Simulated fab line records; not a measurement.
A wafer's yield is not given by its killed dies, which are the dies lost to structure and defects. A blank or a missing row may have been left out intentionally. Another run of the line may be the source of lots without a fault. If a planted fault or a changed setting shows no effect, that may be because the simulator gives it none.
fab line records ; flow nand_harc
[record] lots = 7; wafers = 21; last_day = 25
route steps=1159 shown P_BONDPAD@356 A_ZERO_WELL@390 END@1159
lots untouched by any fault: they come from a run of this same line in which no faults occurred
start_h: start of the lot's first displayed wafer, in hours after the record's first day ; wait_h: time in hours since the lot's previous step ; " repeats the value in the row above ; L1.1+2: several wafers, shown together as one row ; - either no value or no given start ; * or withheld: withheld ; < > ~ a bound
route shown NAME@n: names a module that has steps shown in the file, with the first one's number in the route ; usual: mean/standard deviation taken from wafers without a fault ; same: alike in all rows ; chamber/n: place in a boat ; sites: readings site by site ; _std_site: standard deviation of those values ; _edge_site: inner sites' mean taken away from outer sites' mean ; radius_mm: how far each site lies from the wafer's centre ; mask NAME#n: copy n ; behind: the last tool/chamber to shape the wafer ; hold: what put the lot on hold/how long, in hours/how the hold closed ; device: which transistor (n, p or np) failed to switch ; end of line: the route-end tests of the same wafers ; a step without rows: its recipe alone ; killed: count of dies lost to structure and defects at first sort (not the wafer's yield) ; map: shows each die of a wafer: x if killed, . if not, _ if none is there
set.NAME: the setting as run; set.NAME@STEP: as run at that earlier step ; model.NAME: the simulator's own value behind a step, which no gauge read
lots at some steps of the route; a table a step, a row a wafer
services: a tool's chamber out of use, with start hour (start_h, from the record's first day; less than 0 if before it), hours out, and reason
[[steps]]
[step NHARC_P_BONDPAD_HMDS_02]
[recipe] time_s = 30
[step NHARC_P_BONDPAD_COAT_36]
[recipe] temp_c = 200; time_s = 65
[step NHARC_P_BONDPAD_COAT_03]
[recipe] spin_rpm = 2000; resist_thk_nm = 600
[step NHARC_P_BONDPAD_SOFTBAKE_04]
[recipe] temp_c = 125; time_s = 70
[step NHARC_P_BONDPAD_EBR_05]
[step NHARC_P_BONDPAD_EXPOSE_06]
[recipe] na = 0.55; dose_mj = 37.06; mask_id = P_BPAD
[step NHARC_P_BONDPAD_PEB_07]
[recipe] peb_temp_c = 128; peb_time_s = 80
[step NHARC_P_BONDPAD_DEVELOP_08]
[recipe] time_s = 50; dev_temp_c = 22
[step NHARC_P_BONDPAD_CD_MEAS_09]
[recipe] target_cd_nm = 500; landing_energy_ev = 500
[usual] cd_nm = 500.6/2
lot.wafer;tool;chamber;start_h;wait_h;cd_nm
L445.2;cd_sem-01;0;144.91;-;499.5
L445.5;cd_sem-01;0;144.91;-;500.3
L445.6;cd_sem-01;0;144.91;-;497.3
L453.1;cd_sem-02;0;181.45;-;500.1
L453.2;cd_sem-02;0;181.45;-;501.2
L453.6;cd_sem-02;0;181.45;-;503.9
L454.2;cd_sem-03;0;187.93;-;500.7
L454.3;cd_sem-03;0;187.93;-;505.1
L454.4;cd_sem-03;0;187.93;-;499.6
L455.1;cd_sem-02;0;188.28;-;501.7
L455.5;cd_sem-02;0;188.28;-;499.4
L455.6;cd_sem-02;0;188.28;-;498.7
L458.1;cd_sem-01;0;226.74;-;503.1
L458.3;cd_sem-01;0;226.74;-;499.0
L458.4;cd_sem-01;0;226.74;-;502.1
L460.2;cd_sem-02;0;232.40;-;500.8
L460.5;cd_sem-02;0;232.40;-;500.1
L460.6;cd_sem-02;0;232.40;-;500.0
L467.1;cd_sem-01;0;261.79;-;500.6
L467.5;cd_sem-01;0;261.79;-;503.0
L467.6;cd_sem-01;0;261.79;-;500.0
[step NHARC_P_BONDPAD_OVL_MEAS_38]
[usual] overlay_x_nm = 1/6; overlay_y_nm = -1/5.2
lot.wafer;tool;chamber;start_h;wait_h;overlay_x_nm;overlay_y_nm
L445.2;overlay-02;-;145.01;-;6;-6
L445.5;overlay-02;-;145.01;-;6;-6
L445.6;overlay-02;-;145.01;-;6;-6
L453.1;overlay-01;-;181.54;-;-1;-8
L453.2;overlay-01;-;181.54;-;-1;-7
L453.6;overlay-01;-;181.54;-;-1;-7
L454.2;overlay-02;-;188.01;-;-7;3
L454.3;overlay-02;-;188.01;-;-6;3
L454.4;overlay-02;-;188.01;-;-7;3
L455.1;overlay-01;-;188.37;-;-2;3
L455.5;overlay-01;-;188.37;-;-2;3
L455.6;overlay-01;-;188.37;-;-2;3
L458.1;overlay-02;-;226.82;-;9;0
L458.3;overlay-02;-;226.82;-;9;0
L458.4;overlay-02;-;226.82;-;9;1
L460.2;overlay-02;-;232.48;-;-1;4
L460.5;overlay-02;-;232.48;-;-1;4
L460.6;overlay-02;-;232.48;-;-1;4
L467.1;overlay-01;-;261.88;-;-10;-1
L467.5;overlay-01;-;261.88;-;-10;0
L467.6;overlay-01;-;261.88;-;-9;0
[step NHARC_P_BONDPAD_HARDBAKE_10]
[recipe] temp_c = 118; time_s = 65
[step NHARC_P_BONDPAD_DESCUM_11]
[recipe] time_s = 3; o2_flow_sccm = 200; ar_flow_sccm = 0; bias_power_w = 0; chemistry = O2
[step NHARC_P_BONDPAD_ETCH_37]
[recipe] target_depth_a = 600; overetch_a = 180; time_s = 65.91; ion_energy_ev = 200; n2_flow_sccm = 150; h2_flow_sccm = 150; ar_flow_sccm = 0; rf_w = 400; bias_w = 150; chemistry = N2/H2
[usual] drypump_motor_current_A = 5.6/0.59; oes_product_au = 1.003/0.011; rf_vpp_V = 428.4/1.6; showerhead_plenum_p_Torr = 1.97/0.047; throttle_valve_pct = 14.172/0.008
[same] time_s = 65.91
lot.wafer;tool;chamber;start_h;wait_h;drypump_motor_current_A;oes_product_au;rf_hours_counter_h;rf_vpp_V;showerhead_plenum_p_Torr;throttle_valve_pct
L445.2;rie_diel-09;3;145.22;0.1;6.5;0.999;6;427.8;1.93;14.159
L445.6;rie_diel-09;3;145.22;0.1;6.5;0.986;-;426.4;1.93;14.182
L445.5;rie_diel-09;0;145.22;0.1;5.7;1.002;-;427.8;1.97;14.169
L453.2;rie_diel-09;0;181.76;0.1;5.7;1.001;9;428.8;1.97;14.171
L453.1;rie_diel-09;1;181.76;0.1;5.0;1.004;8;428.3;1.99;14.178
L453.6;rie_diel-09;2;181.76;0.1;5.1;1.002;-;427.9;1.94;14.171
L454.3;rie_diel-09;0;188.22;0.1;5.7;0.997;9;428.4;1.97;14.181
L454.4;rie_diel-09;1;188.22;0.1;5.1;1.008;9;429.2;1.99;14.176
L454.2;rie_diel-09;2;188.22;0.1;5.1;0.981;9;429.1;1.94;14.169
L455.1;rie_diel-09;0;188.58;0.1;5.7;0.998;9;429.0;1.97;14.172
L455.5;rie_diel-09;0;188.58;0.1;5.7;0.995;-;428.1;1.97;14.168
L455.6;rie_diel-09;1;188.58;0.1;5.0;1.007;-;429.2;1.99;14.159
L458.1;rie_diel-09;3;227.03;0.1;6.5;0.988;14;426.4;1.92;14.178
L458.4;rie_diel-09;0;227.03;0.1;5.7;0.995;13;427.6;1.97;14.167
L458.3;rie_diel-09;1;227.03;0.1;5.1;1.009;13;429.3;1.99;14.174
L460.2;rie_diel-01;3;232.76;0.1;4.9;1.007;31;427.9;1.97;14.170
L460.6;rie_diel-01;1;232.76;0.1;5.3;1.021;-;431.9;2.09;14.172
L460.5;rie_diel-01;2;232.76;0.1;5.7;1.018;-;427.7;1.96;14.185
L467.1;rie_diel-01;3;262.20;0.2;4.8;1.006;41;428.2;1.97;14.170
L467.6;rie_diel-01;3;262.20;0.2;4.9;1.016;-;429.2;1.97;14.166
L467.5;rie_diel-01;0;262.20;0.2;6.6;0.997;-;426.7;1.91;14.174
[step NHARC_P_BONDPAD_ETCH_12]
[recipe] target_depth_a = 2000; time_s = 100; chf3_flow_sccm = 50; o2_flow_sccm = 10; ar_flow_sccm = 200; rf_w = 500; bias_w = 200; chemistry = CHF3/O2
[step NHARC_P_BONDPAD_CD_MEAS_13]
[usual] cd_nm = 500.0/2.3
lot.wafer;tool;chamber;start_h;wait_h;cd_nm
L445.2;cd_sem-02;-;145.47;-;497.4
L445.5;cd_sem-02;-;145.47;-;498.9
L445.6;cd_sem-02;-;145.47;-;497.4
L453.1;cd_sem-02;-;181.98;-;501.0
L453.2;cd_sem-02;-;181.98;-;498.6
L453.6;cd_sem-02;-;181.98;-;503.4
L454.2;cd_sem-03;-;188.45;-;502.0
L454.3;cd_sem-03;-;188.45;-;503.3
L454.4;cd_sem-03;-;188.45;-;500.3
L455.1;cd_sem-01;-;188.81;-;499.6
L455.5;cd_sem-01;-;188.81;-;497.6
L455.6;cd_sem-01;-;188.81;-;497.1
L458.1;cd_sem-01;-;227.26;-;503.8
L458.3;cd_sem-01;-;227.26;-;499.2
L458.4;cd_sem-01;-;227.26;-;500.8
L460.2;cd_sem-03;-;233.03;-;497.1
L460.5;cd_sem-03;-;233.03;-;498.7
L460.6;cd_sem-03;-;233.03;-;499.6
L467.1;cd_sem-01;-;262.60;-;497.9
L467.5;cd_sem-01;-;262.60;-;501.6
L467.6;cd_sem-01;-;262.60;-;498.1
[step NHARC_P_BONDPAD_STRIP_15]
[recipe] o2_flow_sccm = 500; ar_flow_sccm = 0; bias_w = 0; chemistry = O2
[step NHARC_P_BONDPAD_ETCH_24]
[recipe] target_depth_a = 300; over_etch_frac = 0.3; time_s = 72.99; ion_energy_ev = 150; cf4_flow_sccm = 50; n2_flow_sccm = 100; ar_flow_sccm = 150; rf_w = 300; bias_w = 100; chemistry = CF4/N2
[usual] drypump_motor_current_A = 5.6/0.57; oes_product_au = 1.002/0.012; rf_vpp_V = 312.9/1.3; showerhead_plenum_p_Torr = 2.54/0.058; throttle_valve_pct = 19.793/0.0091
[same] time_s = 72.99
lot.wafer;tool;chamber;start_h;wait_h;drypump_motor_current_A;oes_product_au;rf_hours_counter_h;rf_vpp_V;showerhead_plenum_p_Torr;throttle_valve_pct
L445.2;rie_diel-09;3;-;-;6.5;0.990;6;311.3;2.49;19.793
L445.5;rie_diel-09;3;-;-;6.5;0.991;-;310.8;2.49;19.781
L445.6;rie_diel-09;0;-;-;5.7;0.992;-;312.6;2.54;19.790
L453.2;rie_diel-09;3;-;-;6.5;1.001;9;312.1;2.49;19.771
L453.1;rie_diel-09;1;-;-;5.1;1.008;9;313.5;2.57;19.794
L453.6;rie_diel-09;0;-;-;5.7;1.007;-;312.7;2.54;19.795
L454.2;rie_diel-01;3;-;-;4.9;1.012;14;312.3;2.55;19.797
L454.4;rie_diel-01;0;-;-;6.6;1.004;14;311.7;2.48;19.802
L454.3;rie_diel-01;2;-;-;5.7;1.015;15;313.1;2.54;19.785
L455.1;rie_diel-09;1;-;-;5.0;1.005;9;314.8;2.57;19.797
L455.5;rie_diel-09;0;-;-;5.7;1.011;-;312.0;2.54;19.791
L455.6;rie_diel-09;1;-;-;5.1;1.009;-;314.5;2.57;19.794
L458.1;rie_diel-11;2;-;-;5.1;0.994;11;313.5;2.53;19.807
L458.4;rie_diel-11;3;-;-;5.5;1.013;10;314.0;2.52;19.796
L458.3;rie_diel-11;1;-;-;5.1;1.013;12;312.1;2.49;19.792
L460.2;rie_diel-11;3;233.36;0.2;5.5;1.011;13;313.5;2.51;19.795
L460.5;rie_diel-11;1;233.36;0.2;5.1;1.015;-;313.4;2.49;19.799
L460.6;rie_diel-11;0;233.36;0.2;6.0;0.970;-;315.4;2.69;19.793
L467.1;rie_diel-01;3;262.91;0.2;4.9;0.996;41;312.3;2.54;19.786
L467.5;rie_diel-01;2;262.91;0.2;5.7;1.014;-;311.6;2.53;19.800
L467.6;rie_diel-01;3;262.91;0.2;4.8;0.996;-;313.2;2.54;19.785
[step NHARC_P_BONDPAD_STRIP_16]
[recipe] time_s = 600; temp_c = 30; chemistry = post_etch_residue_remover
[step NHARC_P_BONDPAD_DEGAS_25]
[recipe] temp_c = 300; time_s = 60
[step NHARC_P_BONDPAD_PRE_CLEAN_26]
[recipe] time_s = 30; temp_c = 280; gas = H2/He
[usual] heater_power_w = 411/42
[same] time_s = 30
lot.wafer;tool;chamber;start_h;wait_h;heater_power_w
L445.2;pvd_sputter-01;-;-;-;454
L445.6;pvd_sputter-01;-;-;-;461
L445.5;pvd_sputter-01;-;-;-;413
L453.2;pvd_sputter-03;-;-;-;470
L453.1;pvd_sputter-03;-;-;-;379
L453.6;pvd_sputter-03;-;-;-;384
L454.3;pvd_sputter-02;-;-;-;397
L454.4;pvd_sputter-02;-;-;-;359
L454.2;pvd_sputter-02;-;-;-;498
L455.1;pvd_sputter-03;-;-;-;395
L455.5;pvd_sputter-03;-;-;-;392
L455.6;pvd_sputter-03;-;-;-;469
L458.4;pvd_sputter-03;-;-;-;475
L458.1;pvd_sputter-03;-;-;-;403
L458.3;pvd_sputter-03;-;-;-;398
L460.2;pvd_sputter-01;-;-;-;405
L460.6;pvd_sputter-01;-;-;-;442
L460.5;pvd_sputter-01;-;-;-;437
L467.1;pvd_sputter-02;-;-;-;380
L467.6;pvd_sputter-02;-;-;-;409
L467.5;pvd_sputter-02;-;-;-;462
[step NHARC_P_BONDPAD_PVD_17]
[recipe] target_thk_a = 50; bias_v = 168.6; power_w = 15000; chamber_pressure_pa = 0.12; time_s = 8.06; substrate_temp_c = 50; material = TaN
[step NHARC_P_BONDPAD_PVD_27]
[recipe] target_thk_a = 300; chamber_pressure_pa = 5; power_w = 5000; substrate_temp_c = 30; time_s = 20.49; material = Cu
[usual] throttle_valve_pct = 30.5/0.95
[same] time_s = 20.49
lot.wafer;tool;chamber;start_h;wait_h;throttle_valve_pct
L445.2;pvd_sputter-01;-;-;-;31.0
L445.6;pvd_sputter-01;-;-;-;30.6
L445.5;pvd_sputter-01;-;-;-;29.7
L453.2;pvd_sputter-03;-;-;-;30.2
L453.1;pvd_sputter-03;-;-;-;30.3
L453.6;pvd_sputter-03;-;-;-;30.6
L454.2;pvd_sputter-02;-;-;-;29.6
L454.4;pvd_sputter-02;-;-;-;28.7
L454.3;pvd_sputter-02;-;-;-;32.3
L455.1;pvd_sputter-03;-;-;-;30.1
L455.6;pvd_sputter-03;-;-;-;30.5
L455.5;pvd_sputter-03;-;-;-;30.3
L458.1;pvd_sputter-03;-;-;-;30.4
L458.4;pvd_sputter-03;-;-;-;30.3
L458.3;pvd_sputter-03;-;-;-;30.4
L460.2;pvd_sputter-01;-;-;-;30.2
L460.5;pvd_sputter-01;-;-;-;29.3
L460.6;pvd_sputter-01;-;-;-;31.0
L467.1;pvd_sputter-02;-;-;-;29.6
L467.5;pvd_sputter-02;-;-;-;32.0
L467.6;pvd_sputter-02;-;-;-;29.4
[step NHARC_P_BONDPAD_ECD_18]
[recipe] target_thk_a = 4000; bath_temp_c = 25; material = Cu
[step NHARC_P_BONDPAD_ANNEAL_28]
[recipe] temp_c = 225; time_s = 90
[usual] wafer_temp_C_max = 226.1/0.33
[same] time_s = 90
lot.wafer;tool;chamber;start_h;wait_h;wafer_temp_C_max
L445.2;rtp_anneal-02;0;147.04;0.4;225.9
L445.5;rtp_anneal-02;0;147.04;0.4;226.3
L445.6;rtp_anneal-02;0;147.04;0.4;225.9
L453.1;rtp_anneal-02;0;183.35;-;225.8
L453.2;rtp_anneal-02;0;183.35;-;225.9
L453.6;rtp_anneal-02;0;183.35;-;225.4
L454.2;rtp_anneal-01;0;189.87;0.3;226.1
L454.3;rtp_anneal-01;0;189.87;0.3;226.3
L454.4;rtp_anneal-01;0;189.87;0.3;225.9
L455.1;rtp_anneal-01;0;190.17;-;227.0
L455.5;rtp_anneal-01;0;190.17;-;225.9
L455.6;rtp_anneal-01;0;190.17;-;226.3
L458.1;rtp_anneal-02;0;228.82;-;225.7
L458.3;rtp_anneal-02;0;228.82;-;225.9
L458.4;rtp_anneal-02;0;228.82;-;225.7
L460.2;rtp_anneal-01;0;234.57;0.3;226.3
L460.5;rtp_anneal-01;0;234.57;0.3;226.1
L460.6;rtp_anneal-01;0;234.57;0.3;226.0
L467.1;rtp_anneal-01;0;264.06;0.3;226.0
L467.5;rtp_anneal-01;0;264.06;0.3;226.9
L467.6;rtp_anneal-01;0;264.06;0.3;226.7
[step NHARC_P_BONDPAD_CMP_19]
[recipe] t_overpolish_s = 30; cu_recess_touch_s = 16; target_thk_nm = 160.81
[step NHARC_P_BONDPAD_THK_MEAS_20]
[recipe] thk_meas_gauge = xrf
[usual] thk_nm = 161.5/1.7
lot.wafer;tool;chamber;start_h;wait_h;thk_nm
L445.2;film_metro-01;-;147.66;-;160.4
L445.5;film_metro-01;-;147.66;-;160.5
L445.6;film_metro-01;-;147.66;-;164.4
L453.1;film_metro-01;-;184.01;-;158.9
L453.2;film_metro-01;-;184.01;-;163.0
L453.6;film_metro-01;-;184.01;-;164.2
L454.2;film_metro-01;-;190.48;-;164.4
L454.3;film_metro-01;-;190.48;-;161.3
L454.4;film_metro-01;-;190.48;-;161.3
L455.1;film_metro-02;-;190.84;-;161.8
L455.5;film_metro-02;-;190.84;-;160.1
L455.6;film_metro-02;-;190.84;-;159.8
L458.1;film_metro-01;-;229.50;-;162.6
L458.3;film_metro-01;-;229.50;-;163.2
L458.4;film_metro-01;-;229.50;-;158.5
L460.2;film_metro-02;-;235.20;-;162.1
L460.5;film_metro-02;-;235.20;-;160.5
L460.6;film_metro-02;-;235.20;-;164.6
L467.1;film_metro-02;-;264.72;-;159.0
L467.5;film_metro-02;-;264.72;-;161.5
L467.6;film_metro-02;-;264.72;-;159.4
[step NHARC_P_BONDPAD_SRD_21]
[recipe] time_s = 30; temp_c = 23; dry_time_s = 20; spin_rpm = 1500
[step NHARC_P_BONDPAD_ACTIVATE_29]
[recipe] time_s = 60; n2_flow_sccm = 200; ar_flow_sccm = 0; bias_power_w = 0; chemistry = N2
[usual] drypump_motor_current_A = 5.5/0.58; oes_product_au = 1.001/0.0096; rf_vpp_V = 63.8/0.84; showerhead_plenum_p_Torr = 1.70/0.035
[same] time_s = 60
lot.wafer;tool;chamber;start_h;wait_h;drypump_motor_current_A;oes_product_au;rf_hours_counter_h;rf_vpp_V;showerhead_plenum_p_Torr
L445.2;rie_diel-09;1;147.96;0.1;5.1;0.991;6;63.0;1.73
L445.6;rie_diel-09;2;147.96;0.1;5.0;1.010;-;63.9;1.68
L445.5;rie_diel-09;3;147.96;0.1;6.5;0.992;-;62.3;1.67
L453.2;rie_diel-09;2;184.30;0.1;5.1;1.005;9;64.7;1.68
L453.1;rie_diel-09;3;184.30;0.1;6.4;0.991;9;65.1;1.67
L453.6;rie_diel-09;1;184.30;0.1;5.1;0.996;-;64.3;1.73
L454.2;rie_diel-09;1;190.75;0.1;5.1;1.002;9;64.3;1.73
L454.4;rie_diel-09;2;190.75;0.1;5.1;1.005;9;61.9;1.68
L454.3;rie_diel-09;0;190.75;0.1;5.7;0.999;9;64.3;1.71
L455.1;rie_diel-09;0;191.15;0.1;5.7;0.994;9;63.7;1.71
L455.6;rie_diel-09;3;191.15;0.1;6.5;0.989;-;61.9;1.67
L455.5;rie_diel-09;0;191.15;0.1;5.7;1.002;-;63.2;1.71
L458.4;rie_diel-09;1;229.79;0.1;5.1;0.996;14;63.6;1.72
L458.1;rie_diel-09;2;229.79;0.1;5.1;0.992;13;63.1;1.68
L458.3;rie_diel-09;0;229.79;0.1;5.7;0.988;14;63.5;1.71
L460.2;rie_diel-01;0;235.51;0.1;6.6;1.000;33;62.7;1.66
L460.6;rie_diel-01;3;235.51;0.1;4.9;0.997;-;62.1;1.71
L460.5;rie_diel-01;0;235.51;0.1;6.6;0.996;-;63.6;1.66
L467.1;rie_diel-09;0;265.03;0.1;5.7;1.010;0;63.9;1.71
L467.6;rie_diel-09;1;265.03;0.1;5.1;0.991;-;64.0;1.72
L467.5;rie_diel-09;2;265.03;0.1;5.0;1.013;-;63.4;1.68
[step NHARC_P_BONDPAD_PRECLEAN_30]
[recipe] time_s = 300; temp_c = 23; chemistry = DIW
[step NHARC_P_BONDPAD_SRD_31]
[recipe] time_s = 30; temp_c = 23; dry_time_s = 20; spin_rpm = 1500
[step NHARC_A_ZERO_WELL_PRECLEAN_00]
[recipe] time_s = 600; temp_c = 120; chemistry = SPM
[step NHARC_A_ZERO_WELL_SRD_01]
[step NHARC_A_ZERO_WELL_DEHYDRATE_02]
[recipe] temp_c = 150; time_s = 120
[step NHARC_A_ZERO_WELL_HMDS_03]
[recipe] time_s = 30
[step NHARC_A_ZERO_WELL_COAT_18]
[recipe] temp_c = 200; time_s = 65
[step NHARC_A_ZERO_WELL_COAT_04]
[recipe] spin_rpm = 2000; resist_thk_nm = 600
[step NHARC_A_ZERO_WELL_SOFTBAKE_05]
[recipe] temp_c = 125; time_s = 70
[step NHARC_A_ZERO_WELL_EBR_06]
[step NHARC_END_SORT_01]
[recipe] temp_c = 25
[usual] defect_limited_yield = 95.4/1.8; killed_at_array = 28/11; killed_at_other = 0.7/0.88; killed_at_periphery = 3.1/2.2; killed_dies = 31/12; killed_open = 3.3/2; killed_short = 2.0/1.6; sort_bin_2_pct = 1.5/0.73; sort_bin_3_pct = 0.27/0.22; sort_bin_4_pct = 2.9/1.1; sort_n_pass = 646/12; sort_rim_yield_pct = 93/3.9; sort_yield_pct = 95.4/1.8
[same] gross_dies = 677; sort_bin_5_pct[%] = 0; sort_bin_6_pct[%] = 0; sort_bin_7_pct[%] = 0; sort_bin_8_pct[%] = 0; sort_rim_n_gross = 106.00
lot.wafer;tool;chamber;start_h;wait_h;defect_limited_yield[%];killed_at_array;killed_at_other;killed_at_periphery;killed_dies;killed_open;killed_short;sort_bin_2_pct[%];sort_bin_3_pct[%];sort_bin_4_pct[%];sort_n_pass;sort_rim_yield_pct[%];sort_yield_pct[%]
L453.1;prober-02;0;498.65;2.5;97.0;16;0;4;20;5;4;1.0;0.30;1.6;657;95;97.0
L453.2;prober-02;0;499.45;2.8;97.3;15;2;1;18;2;4;0.6;0;2.1;659;99;97.3
L453.6;prober-02;0;502.65;4.0;97.9;11;1;2;14;5;2;0.9;0.15;1.0;663;96;97.9
L455.6;prober-01;0;505.92;4.0;91.4;21;0;37;58;4;1;4.0;0.89;3.7;619;86;91.4
L454.4;prober-02;0;508.89;3.4;88.8;39;0;37;76;4;1;5.0;1.18;5.0;601;76;88.8
L458.3;prober-01;0;545.73;3.1;90.3;26;1;39;66;3;5;5.0;1.18;3.5;611;83;90.3
// killed by level:class
L453.1 A_STAIRCASE:chamber_film_flake=4 P_CONTACT:geometric_particle:open=2 P_M1:geometric_particle:open=2 A_CHANNEL_FILL_D1:geometric_particle:short=2 A_CHANNEL_HOLE_D1:chamber_film_flake=2 A_CONTACT:chamber_film_flake=2 A_ONON_D1:geometric_particle:short=1 A_CHANNEL_FILL_D1:geometric_particle:open=1
L453.2 A_CHANNEL_HOLE_D1:chamber_film_flake=4 A_STAIRCASE:chamber_film_flake=4 A_ZERO_WELL:chamber_film_flake=2 P_CONTACT:geometric_particle:short=1 A_ONON_D1:geometric_particle:short=1 A_ONON_D1:geometric_particle:open=1 A_WL_FILL:geometric_particle:short=1 A_M1:geometric_particle:open=1
L453.6 A_CONTACT:geometric_particle:open=2 A_CHANNEL_HOLE_D1:chamber_film_flake=2 P_M0:geometric_particle:open=1 A_ONON_D1:geometric_particle:open=1 A_ONON_D1:geometric_particle:short=1 A_WL_FILL:geometric_particle:short=1 P_STI:chamber_film_flake=1 STARTING-WAFER:geometric_particle:open=1
L455.6 P_BONDPAD:unspecified=35 A_SLIT:chamber_film_flake=7 A_STAIRCASE:chamber_film_flake=4 A_CONTACT:chamber_film_flake=3 P_CONTACT:geometric_particle:open=2 A_CHANNEL_HOLE_D1:chamber_film_flake=2 A_ONON_D1:geometric_particle:open=1 A_SGD_CUT:geometric_particle:open=1
L454.4 P_BONDPAD:unspecified=36 A_CHANNEL_HOLE_D1:chamber_film_flake=15 A_SLIT:chamber_film_flake=10 A_M1:chamber_film_flake=3 A_CONTACT:geometric_particle:open=2 A_CHANNEL_FILL_D1:chamber_film_flake=2 A_STAIRCASE:chamber_film_flake=2 A_WL_FILL:chamber_film_flake=2
L458.3 P_BONDPAD:unspecified=36 A_CHANNEL_HOLE_D1:chamber_film_flake=15 A_CONTACT:chamber_film_flake=7 A_WL_FILL:geometric_particle:short=2 P_STI:geometric_particle:open=1 P_CONTACT:geometric_particle:short=1 P_M0:geometric_particle:short=1 A_CHANNEL_FILL_D1:geometric_particle:short=1
// map L454.4 (x killed, . not)
____________x____________
_________......._________
_______..........._______
______.............______
_____..............._____
____.................____
____.................____
___...................___
___...................___
__.....................__
__.....................__
_.....................xx_
_.....................xx_
_....................xxx_
_...................xxxx_
_....................xxx_
....................xxxxx
........x...........x.xxx
.....................xxxx
.x.....x.............xxxx
..x........x.........xxxx
_......................x_
_..........x.x..x...x..._
_xxx...................._
_xxx...............x.x.x_
_xxx..................x._
__x.....x..........x.xx__
__x...............xxx..__
___x.x.x..x.........x.___
___x..................___
____x..x.............____
____.................____
_____..............._____
______.............______
_______..........._______
_________......._________
____________.____________
// map L455.6 (x killed, . not)
____________.____________
_________......._________
_______..........._______
______.............______
_____..............._____
____.................____
____...............x.____
___...................___
___...................___
__.....................__
__........x............__
_.x....................._
_.....................xx_
_...........x........xxx_
_.......x............xxx_
_......x............xxxx_
....................xxxxx
....................xxxxx
.....x..............xxxxx
..................x...xxx
.......................xx
_....................x.x_
_....................xxx_
_..................x.xxx_
_....................xx._
_..................x.x.x_
__.....................__
__...........x.........__
___x..................___
___...................___
____.........x.......____
____.................____
_____............x.._____
______.............______
_______..........._______
_________......._________
____________.____________
[[services]]
tool;chamber;start_h;hours;kind
pvd_sputter-03;-;125.88;5.1;repair
rie_diel-09;0;135.10;-;clean
rie_diel-09;1;135.10;-;clean
rie_diel-09;2;135.10;-;clean
rie_diel-09;3;135.10;-;clean
rie_diel-01;-;137.82;9.0;pm
pvd_sputter-01;-;158.01;10.0;pm
rie_diel-09;0;159.60;-;clean
rie_diel-09;1;159.60;-;clean
rie_diel-09;2;159.60;-;clean
rie_diel-09;3;159.60;-;clean
rie_diel-11;0;180.93;2.1;repair
rie_diel-09;0;184.10;-;clean
rie_diel-09;1;184.10;-;clean
rie_diel-09;2;184.10;-;clean
rie_diel-11;-;191.37;9.0;pm
pvd_sputter-03;-;198.68;17.0;repair
rie_diel-09;0;204.65;5.0;repair
pvd_sputter-02;-;214.00;10.0;pm
rie_diel-11;2;228.09;10.0;repair
rie_diel-01;-;228.51;2.2;repair
pvd_sputter-02;-;229.81;2.5;repair
rie_diel-09;-;254.10;9.0;pm
rie_diel-01;1;261.53;5.9;repair
[[key]]
[first_sign] step = NHARC_END_SORT_01; reading = killed_at_periphery; direction = up; sigmas = 16; usual = 3.1; struck = 37.7
[effect] step = NHARC_END_SORT_01; reading = defect_limited_yield; direction = down; sigmas = 2.9; usual = 95.4; struck = 90.2
[more_kills_born_at] NHARC_P_BONDPAD_ETCH_37@rie_diel-09 = 107
met_at NHARC_P_BONDPAD_ETCH_37
struck_wafers L454.4,L455.6,L458.3
onset_between 181.76 188.22
[fault] kind = chamber_particle_source; tool = rie_diel-09; chamber = 1; onset_h = 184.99; steps = NHARC_P_BONDPAD_ETCH_37; rate_per_visit_cm2 = 0.39807; end_h = 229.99
